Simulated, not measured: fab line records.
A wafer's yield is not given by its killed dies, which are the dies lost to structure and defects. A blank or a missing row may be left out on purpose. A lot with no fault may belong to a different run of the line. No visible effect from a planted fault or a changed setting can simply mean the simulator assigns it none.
Tool commonality check ; flow nand harc ; Sample size 11 lots and 33 wafers

== REASON IT WAS OPENED ==
At NHARC_A_M1_CD_MEAS_09 the reading cd nm is flagged on 2 of 11 lots. Fault-free wafers read 119.9 nm, with a standard deviation of 0.65.
Rule: a lot is flagged in two cases, either no wafer of it has a number, or all its wafers with numbers fall more than 4 standard deviations from that mean. The other lots count as sound.

lot;measured;on;cd nm (nm), wafer by wafer;flag
L831;day 17 22:50;cd sem-02;119.4 120.6 118.8;
L834;day 18 03:58;cd sem-03;120.5 120.8 120.4;
L833;day 18 04:24;cd sem-02;119.9 119.9 119.7;
L835;day 18 19:01;cd sem-01;120.3 121.4 121.4;
L837;day 19 06:10;cd sem-02;119.3 120.8 120.5;
L841;day 19 23:59;cd sem-03;119.0 118.9 120.2;
L842;day 20 15:53;cd sem-03;119.0 119.0 119.6;
L847;day 21 16:30;cd sem-02;120.7 119.8 120.9;
L846;day 21 17:39;cd sem-02;85.6 85.4 86.2;FLAGGED
L848;day 22 05:30;cd sem-01;120.1 120.0 119.9;
L850;day 22 10:07;cd sem-02;94.0 93.6 94.4;FLAGGED
On average the flagged lots' numbers are 89.9 nm, which is -30.0 nm against the usual, or -46 standard deviations.

== WHICH TOOL RAN EACH LOT ==
Before the reading, the record contains 2 process steps out of a 1159-step route. Read each cell as the tool, then ch plus the chambers that the sampled wafers visited, then the start.
lot;flag;NHARC_A_M0_ETCH_34;NHARC_A_M1_EXPOSE_06
L831;;rie diel-04 ch 2,3, day 17 19:01;arfi scanner-02 ch 0, day 17 22:41
L834;;rie diel-04 ch 0,3, day 17 23:43;arfi scanner-01 ch 0, day 18 03:49
L833;;rie diel-04 ch 0,1,3, day 18 00:36;arfi scanner-03 ch 0, day 18 04:16
L835;;rie diel-10 ch 1,2,3, day 18 14:54;arfi scanner-03 ch 0, day 18 18:53
L837;;rie diel-12 ch 0,1,3, day 19 02:20;arfi scanner-02 ch 0, day 19 06:01
L841;;rie diel-04 ch 0,2,3, day 19 20:01;arfi scanner-01 ch 0, day 19 23:50
L842;;rie diel-12 ch 0,2,3, day 20 11:56;arfi scanner-03 ch 0, day 20 15:44
L847;;rie diel-04 ch 0,1, day 21 12:46;arfi scanner-03 ch 0, day 21 16:22
L846;FLAGGED;rie diel-04 ch 1,3, day 21 13:57;arfi scanner-03 ch 0, day 21 17:31
L848;;rie diel-04 ch 0,1,2, day 22 01:49;arfi scanner-01 ch 0, day 22 05:22
L850;FLAGGED;rie diel-12 ch 1,2,3, day 22 06:18;arfi scanner-03 ch 0, day 22 09:59
What is done by these steps:
- NHARC_A_M0_ETCH_34: etches the open film in N2/H2, target depth 40 nm, overetch 12 nm, time 43.94 s.
- NHARC_A_M1_EXPOSE_06: exposes mask A M1, target cd 120 nm.
- NHARC_A_M1_CD_MEAS_09: target cd 120 nm.

== FLAGGED OVER TOTAL, TOOL BY TOOL (the gauges that took the reading come last) ==
step;tool;lots run;flagged;share of the flagged lots;sound lots run after its first flagged lot
NHARC_A_M0_ETCH_34;rie diel-04;7;1;some;1 (L848)
NHARC_A_M0_ETCH_34;rie diel-10;1;0;none;-
NHARC_A_M0_ETCH_34;rie diel-12;3;1;some;0
NHARC_A_M1_EXPOSE_06;arfi scanner-01;3;0;none;-
NHARC_A_M1_EXPOSE_06;arfi scanner-02;2;0;none;-
NHARC_A_M1_EXPOSE_06;arfi scanner-03;6;2;all;0
NHARC_A_M1_CD_MEAS_09;cd sem-01;2;0;none;-
NHARC_A_M1_CD_MEAS_09;cd sem-02;6;2;all;0
NHARC_A_M1_CD_MEAS_09;cd sem-03;3;0;none;-

== WHAT THE TABLE PERMITS ==
Rows of the table that ran all the flagged lots, 2 in number: arfi scanner-03 at NHARC_A_M1_EXPOSE_06; cd sem-02 at NHARC_A_M1_CD_MEAS_09.
- arfi scanner-03 at NHARC_A_M1_EXPOSE_06 ran 6 lots, 2 of them flagged. Last sound lot L847 at day 21 16:22, first flagged lot L846 at day 21 17:31; a fault beginning in between fits. Its own readings (exposure dose mJ cm2) fall more than 4 standard deviations out on all wafers of the flagged lots.
- cd sem-02 at NHARC_A_M1_CD_MEAS_09 ran 6 lots, 2 of them flagged. Last sound lot L847 at day 21 16:30, first flagged lot L846 at day 21 17:39; a fault beginning in between fits.
A lot count leaves these 2 tools indistinguishable: every one of them fits a fault beginning at some hour. More lots, or a look at what each step does to the wafer, might.

== WHAT HAD BEEN PUT IN BY THE SIMULATOR ==
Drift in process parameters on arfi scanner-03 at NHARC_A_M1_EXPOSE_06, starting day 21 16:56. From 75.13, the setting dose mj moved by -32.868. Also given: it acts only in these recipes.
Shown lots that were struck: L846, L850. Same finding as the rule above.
